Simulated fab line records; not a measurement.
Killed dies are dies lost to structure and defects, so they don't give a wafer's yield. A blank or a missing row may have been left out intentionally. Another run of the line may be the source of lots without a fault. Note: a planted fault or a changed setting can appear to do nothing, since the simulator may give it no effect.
fab line records	flow n5_finfet
[record] lots = 11	wafers = 29	last_day = 17
route steps=1938 shown BEOL_M0_SAQP@638 BEOL_M4@1111 PASSIVATION@1936
lots that met no fault: from a run of the same line without faults
start_h: hours from the record's first day to the start of the lot's first wafer shown	wait_h: how many hours have passed since the lot's step before this one	" as in the row above	L1.1+2: a single row standing in for several wafers	- no value, or no start was given	* or withheld: withheld	< > ~ a bound
route shown NAME@n: a module of which the file shows steps, and the number in the route of the first	usual: mean/standard deviation of fault-free wafers	same: alike in all rows	chamber/n: place in a boat	sites: each site's reading	_std_site: how widely they spread, as a standard deviation	_edge_site: outer sites' mean less inner sites'	radius_mm: how far each site lies from the wafer's centre	mask NAME#n: copy n	behind: the tool/chamber that last shaped the wafer	hold: why the lot was held/for how many hours/how that ended	device: whichever transistor did not switch (one of n, p or np)	end of line: the route-end tests of the same wafers	a step given without rows: its recipe and nothing more	killed: dies lost to structure and defects at the first sort, not the wafer's yield	map: a wafer's dies, x killed, . not, _ none there
set.NAME: the run value of the setting; set.NAME@STEP: its run value at that earlier step	model.NAME: the simulator's own value behind a step, which no gauge read
one table for each step of the route and one row for each wafer, over a sample of lots
services: a tool's chamber out of use, with start hour (start_h, from the record's first day; less than 0 if before it), hours out, and reason
[[steps]]
[step N5_BEOL_M0_SAQP_PECVD_04]
[recipe] material = a-Si	target_thk_a = 600	temp_c = 350	precursor = SiH4/He	pressure_torr = 3	rf_w = 100	time_s = 60.2
[usual] heater_power_w = 607/67	showerhead_plenum_p_Torr = 5.66/0.044	susceptor_temp_C = 349.99/0.2	throttle_valve_pct = 18.6/0.7
lot.wafer	tool	chamber	start_h	wait_h	heater_power_w	showerhead_plenum_p_Torr	susceptor_temp_C	throttle_valve_pct
L743.4	pecvd-02	1	114.35	0.0	622	5.62	349.82	18.4
L743.5	"	0	"	"	732	5.70	350.26	18.8
L743.6	"	2	"	"	578	5.61	350.06	18.7
L746.2	pecvd-02	2	130.74	0.0	620	5.61	350.02	18.8
L746.3	"	1	"	"	569	5.61	350.24	18.6
L748.3	pecvd-03	0	143.20	0.0	564	5.72	350.27	20.0
L748.5	"	1	"	"	710	5.59	350.02	18.6
L749.1	pecvd-02	2	149.32	0.0	545	5.62	350.25	19.0
L749.6	"	2	"	"	536	5.62	350.16	18.6
L751.4	pecvd-01	0	157.80	0.0	568	5.68	350.22	19.2
L751.5	"	2	"	"	603	5.67	349.89	18.2
L752.2	pecvd-03	0	164.93	0.0	594	5.71	349.59	19.9
L752.3	"	2	"	"	533	5.67	350.21	17.4
L752.6	"	1	"	"	692	5.60	349.93	18.5
L758.1	pecvd-02	0	200.89	0.0	674	5.72	349.94	18.7
L758.3	"	1	"	"	646	5.62	350.02	18.4
L758.5	"	0	"	"	671	5.70	349.78	18.6
L759.2	pecvd-03	2	205.67	0.0	566	5.67	350.18	17.8
L759.5	"	0	"	"	585	5.71	350.10	19.8
L759.6	"	2	"	"	555	5.67	350.41	17.8
L763.2	pecvd-01	1	231.80	0.0	664	5.67	350.41	19.3
L763.5	"	0	"	"	609	5.70	350.10	19.6
L763.6	"	1	"	"	672	5.68	349.95	18.9
L764.4	pecvd-03	2	238.37	0.1	569	5.67	350.05	17.6
L764.5	"	2	"	"	487	5.66	349.89	18.0
L764.6	"	1	"	"	673	5.60	350.27	18.5
L765.2	pecvd-03	2	246.13	0.0	520	5.65	350.13	17.9
L765.4	"	1	"	"	652	5.60	349.99	18.8
L765.6	"	0	"	"	485	5.72	350.02	20.2
[step N5_BEOL_M0_SAQP_HM_DEP_111]
[recipe] material = SiO2	target_thk_a = 120	temp_c = 400	precursor = SiH4/N2O	pressure_torr = 0.75	rf_w = 275	time_s = 7.2
[usual] heater_power_w = 764/87	showerhead_plenum_p_Torr = 8.13/0.11	susceptor_temp_C = 400.02/0.23
lot.wafer	tool	chamber	start_h	wait_h	heater_power_w	showerhead_plenum_p_Torr	susceptor_temp_C
L743.4	pecvd-02	2	114.47	0.1	692	8.00	399.40
L743.5	"	0	"	"	825	8.25	399.86
L743.6	"	1	"	"	745	8.01	400.13
L746.2	pecvd-03	1	130.87	0.0	754	7.91	399.96
L746.3	"	0	"	"	672	8.30	399.91
L748.3	pecvd-02	1	143.33	0.0	866	8.01	399.98
L748.5	"	0	"	"	932	8.22	399.89
L749.1	pecvd-01	1	149.45	0.0	755	8.14	399.69
L749.6	"	1	"	"	766	8.14	400.12
L751.4	pecvd-03	2	157.94	0.1	704	8.16	400.36
L751.5	"	1	"	"	827	7.91	400.01
L752.2	pecvd-01	1	165.06	0.0	760	8.14	399.86
L752.3	"	2	"	"	699	8.17	399.94
L752.6	"	1	"	"	754	8.15	399.83
L758.1	pecvd-02	0	201.02	0.0	899	8.22	399.73
L758.3	"	2	"	"	775	7.99	400.48
L758.5	"	0	"	"	897	8.24	399.78
L759.2	pecvd-02	1	205.80	0.0	821	8.03	400.37
L759.5	"	1	"	"	808	8.02	400.10
L759.6	"	0	"	"	843	8.27	400.74
L763.2	pecvd-03	1	231.93	0.0	758	7.94	400.22
L763.5	"	0	"	"	704	8.29	400.53
L763.6	"	2	"	"	675	8.16	400.44
L764.4	pecvd-01	0	238.53	0.1	713	8.18	400.09
L764.5	"	1	"	"	911	8.16	399.66
L764.6	"	2	"	"	616	8.16	400.07
L765.2	pecvd-01	1	246.27	0.0	858	8.14	399.86
L765.4	"	0	"	"	735	8.19	399.96
L765.6	"	2	"	"	755	8.16	400.33
[step N5_BEOL_M0_SAQP_EXPOSE_11]
[recipe] mask_id = M0_CORE	na = 1.35	source_shape = dipole	sigma_inner = 0.538	sigma_outer = 0.738	polarization = te	target_cd_nm = 42	dose_mj = 55
[usual] exposure_dose_mJ_cm2 = 54.96/0.053	focus_offset_nm = 0.1/0.47
lot.wafer	tool	chamber	start_h	wait_h	mask	exposure_dose_mJ_cm2	focus_offset_nm
L743.4	arfi_scanner-03	0	114.79	-	M0_CORE#0	55.03	0.8
L743.5	"	0	"	"	M0_CORE#0	54.97	0.6
L743.6	"	0	"	"	M0_CORE#0	54.96	-0.5
L746.2	arfi_scanner-03	0	131.20	-	M0_CORE#0	54.88	0.2
L746.3	"	0	"	"	M0_CORE#0	54.93	-0.7
L748.3	arfi_scanner-01	0	143.54	-	M0_CORE#0	55.01	0.6
L748.5	"	0	"	"	M0_CORE#0	55.00	0.3
L749.1	arfi_scanner-01	0	149.65	-	M0_CORE#0	54.91	-0.6
L749.6	"	0	"	"	M0_CORE#0	54.89	-0.9
L751.4	arfi_scanner-02	0	158.25	-	M0_CORE#0	54.97	0.7
L751.5	"	0	"	"	M0_CORE#0	54.92	-0.6
L752.2	arfi_scanner-02	0	165.26	-	M0_CORE#0	54.94	0.3
L752.3	"	0	"	"	M0_CORE#0	54.94	-1.0
L752.6	"	0	"	"	M0_CORE#0	54.87	-0.3
L758.1	arfi_scanner-02	0	201.34	-	M0_CORE#0	59.40	0.6
L758.3	"	0	"	"	M0_CORE#0	59.41	-0.1
L758.5	"	0	"	"	M0_CORE#0	59.42	0.8
L759.2	arfi_scanner-02	0	206.02	-	M0_CORE#0	58.50	0.1
L759.5	"	0	"	"	M0_CORE#0	58.46	0.3
L759.6	"	0	"	"	M0_CORE#0	58.51	0.8
L763.2	arfi_scanner-03	0	232.26	-	M0_CORE#0	55.04	0.0
L763.5	"	0	"	"	M0_CORE#0	54.97	1.0
L763.6	"	0	"	"	M0_CORE#0	54.91	0.3
L764.4	arfi_scanner-01	0	238.84	-	M0_CORE#0	54.89	0.5
L764.5	"	0	"	"	M0_CORE#0	54.92	-0.2
L764.6	"	0	"	"	M0_CORE#0	55.01	0.1
L765.2	arfi_scanner-01	0	246.47	-	M0_CORE#0	54.98	-0.3
L765.4	"	0	"	"	M0_CORE#0	54.93	0.6
L765.6	"	0	"	"	M0_CORE#0	54.89	-0.4
[step N5_BEOL_M0_SAQP_CD_MEAS_14]
[recipe] target_cd_nm = 42.5	landing_energy_ev = 500	detector = se_inlens
[usual] cd_nm = 42.3/0.47
lot.wafer	tool	chamber	start_h	wait_h	cd_nm
L743.4	cd_sem-03	0	114.90	-	43.0
L743.5	"	0	"	"	42.4
L743.6	"	0	"	"	42.6
L746.2	cd_sem-03	0	131.32	-	42.1
L746.3	"	0	"	"	42.5
L748.3	cd_sem-03	0	143.65	-	41.9
L748.5	"	0	"	"	42.2
L749.1	cd_sem-01	0	149.77	-	42.5
L749.6	"	0	"	"	42.5
L751.4	cd_sem-03	0	158.36	-	41.8
L751.5	"	0	"	"	41.4
L752.2	cd_sem-01	0	165.38	-	41.7
L752.3	"	0	"	"	41.7
L752.6	"	0	"	"	41.4
L758.1	cd_sem-01	0	201.47	-	39.1
L758.3	"	0	"	"	39.3
L758.5	"	0	"	"	39.4
L759.2	cd_sem-01	0	206.14	-	41.0
L759.5	"	0	"	"	40.6
L759.6	"	0	"	"	40.4
L763.2	cd_sem-03	0	232.38	-	42.4
L763.5	"	0	"	"	42.4
L763.6	"	0	"	"	42.5
L764.4	cd_sem-02	0	238.95	-	42.0
L764.5	"	0	"	"	42.6
L764.6	"	0	"	"	42.8
L765.2	cd_sem-03	0	246.59	-	42.2
L765.4	"	0	"	"	42.5
L765.6	"	0	"	"	41.5
[step N5_BEOL_M0_SAQP_HM_OPEN_112]
[recipe] chemistry = CHF3/O2	target = SiO2	stop_on = a-Si	target_depth_a = 120	over_etch_frac = 1.25	mask_material = SOC	time_s = 13.5	pressure_mtorr = 30	source_w = 650	bias_w = 170	Ar_flow_sccm = 200	CHF3_flow_sccm = 50	O2_flow_sccm = 5	ion_energy_ev = 200	ends = end_point
[usual] O2_flow_sccm = 4.998/0.016	drypump_motor_current_A = 5.4/0.57	oes_o_777_au = 0.78/0.076	oes_product_au = 0.51/0.051	rf_vpp_V = 515/9.7	showerhead_plenum_p_Torr = 2.40/0.1	throttle_valve_pct = 18.93/0.25
lot.wafer	tool	chamber	start_h	wait_h	O2_flow_sccm	drypump_motor_current_A	oes_o_777_au	oes_product_au	rf_hours_counter_h	rf_vpp_V	showerhead_plenum_p_Torr	throttle_valve_pct
L743.4	rie_diel-03	1	115.19	0.0	4.984	5.1	0.93	0.63	7	511	2.57	18.49
L743.5	"	0	"	"	4.984	5.9	0.73	0.47	-	509	2.50	18.78
L743.6	"	1	"	"	5.001	5.1	0.92	0.62	-	510	2.57	18.53
L746.2	rie_diel-06	1	131.60	0.0	4.999	5.4	0.82	0.53	82	511	2.55	18.76
L746.3	"	3	"	"	4.985	4.8	0.84	0.55	77	515	2.41	18.75
L748.3	rie_diel-06	0	143.93	0.0	5.022	6.2	0.73	0.48	212	531	2.28	19.22
L748.5	"	2	"	"	5.007	4.8	0.68	0.47	-	512	2.40	19.22
L749.1	rie_diel-06	3	150.05	0.0	5.004	4.8	0.83	0.54	83	515	2.41	18.76
L749.6	"	0	"	"	4.977	6.2	0.73	0.48	-	531	2.28	19.21
L751.4	rie_diel-03	1	158.66	0.0	4.999	5.0	0.89	0.60	-	508	2.56	18.54
L751.5	"	0	"	"	4.993	5.9	0.72	0.46	-	510	2.49	18.79
L752.2	rie_diel-06	3	165.87	0.0	4.999	4.7	0.83	0.54	89	515	2.41	18.77
L752.3	"	1	"	"	5.009	5.4	0.80	0.52	94	512	2.55	18.77
L752.6	"	2	"	"	5.019	4.7	0.68	0.47	-	511	2.40	19.24
L758.1	rie_diel-02	2	202.09	0.0	5.013	5.6	0.85	0.55	82	504	2.33	18.74
L758.3	"	1	"	"	5.013	5.5	0.69	0.46	238	499	2.38	19.34
L758.5	"	0	"	"	5.018	5.7	0.75	0.48	-	525	2.24	19.16
L759.2	rie_diel-02	2	206.42	0.0	5.005	5.7	0.85	0.54	84	505	2.33	18.76
L759.5	"	2	"	"	5.022	5.7	0.85	0.55	-	505	2.33	18.76
L759.6	"	1	"	"	5.005	5.5	0.69	0.46	-	501	2.38	19.32
L763.2	rie_diel-06	2	232.66	0.0	4.992	4.7	0.67	0.45	244	511	2.39	19.27
L763.5	"	1	"	"	4.975	5.4	0.79	0.51	-	511	2.54	18.79
L763.6	"	0	"	"	4.998	6.2	0.71	0.47	-	530	2.27	19.25
L764.4	rie_diel-06	1	239.23	0.0	4.987	5.4	0.79	0.51	115	510	2.54	18.80
L764.5	"	1	"	"	4.989	5.4	0.79	0.51	-	512	2.54	18.79
L764.6	"	2	"	"	5.015	4.7	0.67	0.46	-	512	2.39	19.26
L765.2	rie_diel-06	1	246.87	0.0	5.021	5.4	0.79	0.51	116	512	2.54	18.79
L765.4	"	0	"	"	5.008	6.3	0.71	0.46	238	531	2.27	19.25
L765.6	"	1	"	"	5.011	5.4	0.79	0.51	-	511	2.54	18.80
[step N5_BEOL_M4_RC_MEAS_101]
[usual] DIBL_N = 36.0/1.9	DIBL_P = 35.6/2.4	IOFF_N = 0.16/0.036	IOFF_P = 0.21/0.04	ION_N = 673/14	ION_P = 460/8.9	SS_N = 71.5/0.67	SS_P = 73.2/0.73	VT_N = 249/3.6	VT_P = -250/3.7
lot.wafer	tool	chamber	start_h	wait_h	DIBL_N[mV/V]	DIBL_P[mV/V]	IOFF_N[nA/um]	IOFF_P[nA/um]	ION_N[uA/um]	ION_P[uA/um]	SS_N[mV/dec]	SS_P[mV/dec]	VT_N[mV]	VT_P[mV]
L743.4	prober-02	0	169.38	0.5	35.0	35.2	0.15	0.16	683	458	72.3	72.4	252	-255
L743.5	"	0	"	"	31.5	31.6	0.10	0.12	661	449	70.8	71.6	259	-261
L743.6	"	0	"	"	34.7	35.5	0.14	0.16	668	456	71.4	72.9	252	-256
L746.2	prober-01	0	184.11	0.2	33.6	33.5	0.14	0.19	665	457	70.7	72.8	250	-251
L746.3	"	0	"	"	33.5	33.5	0.15	0.19	677	464	71.2	73.3	249	-249
L748.3	prober-02	0	193.70	0.3	36.6	37.3	0.16	0.23	659	465	71.3	73.2	249	-249
L748.5	"	0	"	"	34.7	34.8	0.13	0.19	662	457	70.4	72.6	254	-251
L749.1	prober-02	0	200.89	0.0	36.5	36.3	0.15	0.19	666	454	71.7	73.6	250	-254
L749.6	"	0	"	"	36.1	36.6	0.15	0.20	663	454	72.0	73.5	250	-251
L751.4	prober-01	0	218.89	0.5	37.1	36.2	0.19	0.24	695	478	71.9	72.7	241	-245
L751.5	"	0	"	"	35.8	35.0	0.17	0.23	701	485	71.5	73.0	244	-247
L752.2	prober-01	0	221.77	0.2	36.5	35.0	0.15	0.19	648	445	72.1	73.2	252	-253
L752.3	"	0	"	"	36.0	36.1	0.15	0.20	683	468	71.6	72.8	249	-253
L752.6	"	0	"	"	36.5	35.3	0.16	0.19	658	447	71.5	73.2	249	-251
L758.1	prober-02	0	263.30	0.0	37.0	35.8	0.16	0.21	688	469	72.1	74.6	249	-250
L758.3	"	0	"	"	29.9	26.3	0.08	0.11	658	453	68.8	71.2	255	-257
L758.5	"	0	"	"	36.2	34.4	0.14	0.19	670	457	71.8	73.5	251	-250
L759.2	prober-02	0	266.33	0.2	35.5	37.5	0.16	0.23	687	473	71.1	72.7	245	-248
L759.5	"	0	"	"	35.6	37.1	0.15	0.23	672	467	71.1	73.4	249	-247
L759.6	"	0	"	"	37.0	38.7	0.18	0.23	684	469	71.7	73.9	246	-248
L763.2	prober-01	0	286.13	0.2	33.6	33.4	0.13	0.21	656	457	71.0	73.3	249	-245
L763.5	"	0	"	"	33.4	34.0	0.12	0.21	667	469	70.7	72.3	253	-245
L763.6	"	0	"	"	35.7	36.4	0.15	0.25	667	461	72.1	74.2	248	-247
L764.4	prober-02	0	295.78	0.5	38.9	38.7	0.20	0.23	689	460	71.7	74.6	243	-252
L764.5	"	0	"	"	36.5	34.8	0.15	0.17	670	447	71.3	73.3	250	-254
L764.6	"	0	"	"	37.4	36.9	0.17	0.20	668	459	72.0	73.7	247	-252
L765.2	prober-02	0	310.84	0.2	34.9	36.5	0.16	0.20	684	467	71.0	72.7	248	-249
L765.4	"	0	"	"	34.4	35.7	0.15	0.19	678	459	71.3	72.7	251	-254
L765.6	"	0	"	"	34.5	35.4	0.14	0.18	664	456	71.2	72.9	250	-253
[step N5_PASSIVATION_PROBE_49]
[usual] defect_limited_yield = 91.2/1.4	killed_at_M0_to_M3 = 32/9.3	killed_at_M4_up = 14/4.9	killed_at_contacts = 15/7.5	killed_at_front_end = 40/11	killed_at_other = 4/3.3	killed_dies = 104/17	killed_open = 68/14	killed_short = 33/7.9	sort_bin_5_function = 5.2/0.99	sort_bin_6_memory = 3.2/0.65	sort_n_pass = 1076/17	sort_yield_pct = 91.1/1.5
[same] gross_dies = 1180	killed_at_back_side = 0	sort_bin_4_leakage[%] = 0	sort_bin_8_speed[%] = 0
lot.wafer	tool	chamber	start_h	wait_h	defect_limited_yield[%]	killed_at_M0_to_M3	killed_at_M4_up	killed_at_contacts	killed_at_front_end	killed_at_other	killed_dies	killed_open	killed_short	sort_bin_5_function[%]	sort_bin_6_memory[%]	sort_n_pass	sort_yield_pct[%]
L749.1	prober-01	-	304.47	0.0	92.6	25	20	5	30	7	87	50	27	4.8	2.3	1093	92.6
L749.6	prober-01	-	304.72	0.3	93.8	15	27	10	15	6	73	49	22	3.6	2.3	1107	93.8
L758.1	prober-02	-	363.25	0.0	89.7	30	15	19	53	4	121	64	44	6.2	3.0	1059	89.7
// killed by level:class
L749.1 FIN_CUT:area_etch=8 BEOL_M4:geometric_particle:open=7 STI_FIN_REVEAL:geometric_particle:open=5 BEOL_M0_SAQP:geometric_particle:short=5 BEOL_M1:geometric_particle:open=5 BEOL_M2:geometric_particle:open=5 DUMMY_GATE:geometric_particle:open=4 BEOL_M1:geometric_particle:short=4
L749.6 BEOL_M4:geometric_particle:open=16 BEOL_M5:geometric_particle:open=6 MOL_CONTACT_COAG:geometric_particle:open=5 MOL_CONTACT_COAG:geometric_particle:short=5 BEOL_M4:geometric_particle:short=5 STI_FIN_REVEAL:geometric_particle:open=4 DUMMY_GATE:geometric_particle:open=4 BEOL_M0_SAQP:geometric_particle:short=4
L758.1 MOL_CONTACT_COAG:geometric_particle:open=16 BEOL_M0_SAQP:geometric_particle:short=13 STI_FIN_REVEAL:geometric_particle:open=11 FIN_SAQP:geometric_particle:short=10 HKMG_FIN:area_etch=9 BEOL_M0_SAQP:geometric_particle:open=7 FIN_SAQP:geometric_particle:open=4 GATE_CUT:geometric_particle:open=4
[[services]]
tool	chamber	start_h	hours	kind
arfi_scanner-02	-	96.79	30.0	repair
rie_diel-06	-	98.98	0.4	repair
arfi_scanner-03	-	100.35	1.3	pm
pecvd-03	2	101.60	5.5	scheduled_down
arfi_scanner-03	-	111.63	1.0	pm
arfi_scanner-01	-	113.37	1.0	pm
rie_diel-03	0	115.96	8.9	repair
pecvd-01	2	126.20	21.6	repair
arfi_scanner-02	-	126.83	3.1	pm
arfi_scanner-03	-	140.70	0.8	pm
arfi_scanner-01	-	141.23	0.8	pm
pecvd-03	-	150.42	1.3	repair
arfi_scanner-02	-	156.09	0.8	pm
arfi_scanner-01	-	159.98	1.3	pm
rie_diel-06	0	163.38	9.6	repair
arfi_scanner-02	-	166.32	1.5	pm
pecvd-01	-	177.10	1.7	repair
arfi_scanner-02	-	178.12	1.3	pm
arfi_scanner-02	-	186.08	1.0	pm
arfi_scanner-01	-	189.86	1.0	pm
arfi_scanner-03	-	193.94	1.0	pm
arfi_scanner-03	-	225.87	1.3	pm
pecvd-03	0	235.17	7.8	repair
pecvd-02	-	236.17	23.9	repair
[[key]]
[first_sign] step = N5_BEOL_M0_SAQP_EXPOSE_11	reading = exposure_dose_mJ_cm2	direction = up	sigmas = 75	usual = 54.96	struck = 58.95
[effect] step = N5_BEOL_M0_SAQP_CD_MEAS_14	reading = cd_nm	direction = down	sigmas = 5.1	usual = 42.3	struck = 40.0	through = control_loop
met_at N5_BEOL_M0_SAQP_EXPOSE_11
struck_lots L758,L759
rows_end L759.2,L759.5,L759.6
[loop_trim] step = N5_BEOL_M0_SAQP_EXPOSE_11	setting = dose	lots = L759
not_acting_at N5_BEOL_M0_SAQP_PECVD_04,N5_BEOL_M0_SAQP_HM_DEP_111,N5_BEOL_M0_SAQP_HM_OPEN_112
onset_between 165.26 201.34
[fault] kind = process_parameter_drift	tool = arfi_scanner-02	chamber = -	onset_h = 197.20	steps = N5_BEOL_M0_SAQP_EXPOSE_11	channel = dose_mj	offset = 4.4793	shape = step	acts_in = these_recipes_only	stated = 55
// rows_end: these wafers met a further fault down the route, and their rows from its step on are left out
// loop_trim: a control loop set the setting to another value than it would have without faults
